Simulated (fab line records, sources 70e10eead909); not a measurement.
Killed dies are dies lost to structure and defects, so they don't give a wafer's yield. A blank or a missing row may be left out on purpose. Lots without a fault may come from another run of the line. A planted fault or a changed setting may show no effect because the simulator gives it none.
Chamber matching | flow nand_harc | NHARC_P_ZERO_WELL_ETCH_65 on rie_diel-03: 4 sister chambers
The step etches the open film in N2/H2, target depth 80 nm, overetch 24 nm, time 87.88 s. 14 wafers are shown with their chamber, then 7 later ones without.

WAFERS WITH THEIR CHAMBER
wafer  | chamber | showerhead_plenum_p_Torr (Torr) | rf_vpp_V (V) | oes_product_au (a.u.)
L076.1 | 1       | 2.15                            | 433.7        | 1.002
L076.2 | 3       | 2.08                            | 431.2        | 1.009
L076.6 | 2       | 1.94                            | 427.8        | 1.005
L084.3 | 3       | 2.07                            | 430.9        | 1.008
L084.4 | 2       | 1.93                            | 427.8        | 1.003
L084.5 | 3       | 2.07                            | 431.9        | 1.005
L088.2 | 2       | 1.93                            | 427.5        | 1.002
L088.3 | 1       | 2.14                            | 431.9        | 1.008
L088.4 | 0       | 2.10                            | 431.0        | 0.989
L089.3 | 0       | 2.10                            | 431.6        | 0.999
L089.4 | 1       | 2.13                            | 432.6        | 1.011
L089.6 | 2       | 1.92                            | 426.8        | 1.005
L092.1 | 3       | 2.06                            | 430.5        | 1.017
L092.4 | 0       | 2.09                            | 431.9        | 0.995

SIGNATURES (means of the wafers above)
reading                  | chamber 0 | chamber 1 | chamber 2 | chamber 3 | scatter within a chamber
showerhead_plenum_p_Torr | 2.0967    | 2.1400    | 1.9300    | 2.0700    | 0.00816
rf_vpp_V                 | 431.500   | 432.733   | 427.475   | 431.125   | 0.615
oes_product_au           | 0.99433   | 1.00700   | 1.00375   | 1.00975   | 0.00422
Rule: a wafer's distance from a chamber is the root of the sum, over the readings, of the square of ((its reading less the chamber's mean) divided by the reading's scatter). The wafer belongs to the nearest chamber; if the next one is less than 2 further off, it can't be placed. The scatter: the root of (the sum of the squares of (reading less its chamber's mean) over the shown wafers, divided by (wafers less chambers)).

WAFERS WITHOUT THEIR CHAMBER
wafer  | showerhead_plenum_p_Torr (Torr) | rf_vpp_V (V) | oes_product_au (a.u.)
L092.5 | 2.09                            | 433.1        | 1.006
L095.4 | 1.92                            | 428.2        | 1.015
L095.5 | 2.09                            | 430.9        | 0.998
L095.6 | 2.13                            | 433.1        | 1.020
L096.2 | 2.13                            | 433.1        | 1.012
L096.4 | 1.92                            | 427.6        | 1.005
L096.5 | 2.06                            | 432.0        | 1.008

WHICH CHAMBER EACH WENT THROUGH
wafer  | from the rows above     | in truth
L092.5 | can't be placed: 0 or 3 | 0
L095.4 | 2                       | 2
L095.5 | 0                       | 0
L095.6 | 1                       | 1
L096.2 | 1                       | 1
L096.4 | 2                       | 2
L096.5 | 3                       | 3
Placed correctly: 6 of 7. Can't be placed from these rows: 1 (the true chamber is among the candidates in 1). Placed wrongly: 0.
